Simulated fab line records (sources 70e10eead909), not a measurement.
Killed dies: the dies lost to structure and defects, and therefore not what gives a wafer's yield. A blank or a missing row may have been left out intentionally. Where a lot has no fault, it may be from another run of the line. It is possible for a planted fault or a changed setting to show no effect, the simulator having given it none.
Matching of chambers -- flow nandHarc -- NHARC_P_STI_CMP_21 on cmp-04 has 4 sister chambers
The step polishes, t overpolish 20 s, target thk 380.67 nm. 16 wafers are shown with their chamber, then 8 later ones without.

== WAFERS, EACH WITH ITS CHAMBER ==
wafer,chamber,motorCurrentA (A),overpolishRunS (s),edgeZonePressureFrac
L572.2,1,12.4,20.006,0.995
L572.4,2,10.5,19.995,1.004
L572.5,2,9.4,19.987,1.006
L575.2,2,10.6,20.001,0.994
L575.4,1,13.3,20.008,0.996
L575.6,1,12.8,20.017,0.998
L579.1,2,9.9,19.988,1.000
L579.5,3,11.9,20.005,0.997
L579.6,2,10.1,20.007,1.003
L581.1,2,10.1,20.001,0.999
L581.4,0,10.2,19.988,0.997
L581.6,2,9.9,20.022,0.999
L589.2,3,11.2,19.994,0.996
L589.3,1,12.4,19.994,1.012
L589.6,3,11.6,20.003,1.000
L591.2,1,12.8,20.010,1.001

SIGNATURES (averages over the wafers above)
reading,chamber 0,chamber 1,chamber 2,chamber 3,scatter within a chamber
motorCurrentA,10.200,12.740,10.071,11.567,0.384
overpolishRunS,19.98800,20.00700,20.00014,20.00067,0.0101
edgeZonePressureFrac,0.99700,1.00040,1.00071,0.99767,0.00494
Rule: for a wafer and a chamber, the distance is found by dividing, reading by reading, the gap between the wafer's reading and the chamber's mean by the reading's scatter, squaring, summing and taking the root. The wafer belongs to the nearest chamber; if the next one is less than 2 further off, it can't be placed. How the scatter is found: for the shown wafers, subtract from each reading the mean of its chamber, square and add these, divide the total by (wafers less chambers), then take the root.

== WAFERS MISSING THEIR CHAMBER ==
wafer,motorCurrentA (A),overpolishRunS (s),edgeZonePressureFrac
L591.3,10.1,20.010,1.006
L591.4,11.1,19.995,1.002
L593.1,10.0,20.006,0.998
L593.2,12.3,19.996,1.002
L593.5,10.1,19.997,0.996
L594.1,10.1,20.007,0.997
L594.3,11.4,19.986,1.011
L594.4,12.4,19.987,1.001

== THE CHAMBER EACH PASSED THROUGH ==
wafer,from the rows above,in truth
L591.3,can't be placed: 2 or 0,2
L591.4,can't be placed: 3 or 0 or 2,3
L593.1,can't be placed: 2 or 0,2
L593.2,can't be placed: 1 or 3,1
L593.5,can't be placed: 0 or 2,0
L594.1,can't be placed: 2 or 0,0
L594.3,can't be placed: 3 or 0 or 2 or 1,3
L594.4,can't be placed: 1 or 3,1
Correctly placed: 0 of 8. Unplaceable from these rows: 8, with the true chamber sitting among the candidates in 8. Placed wrongly: 0.
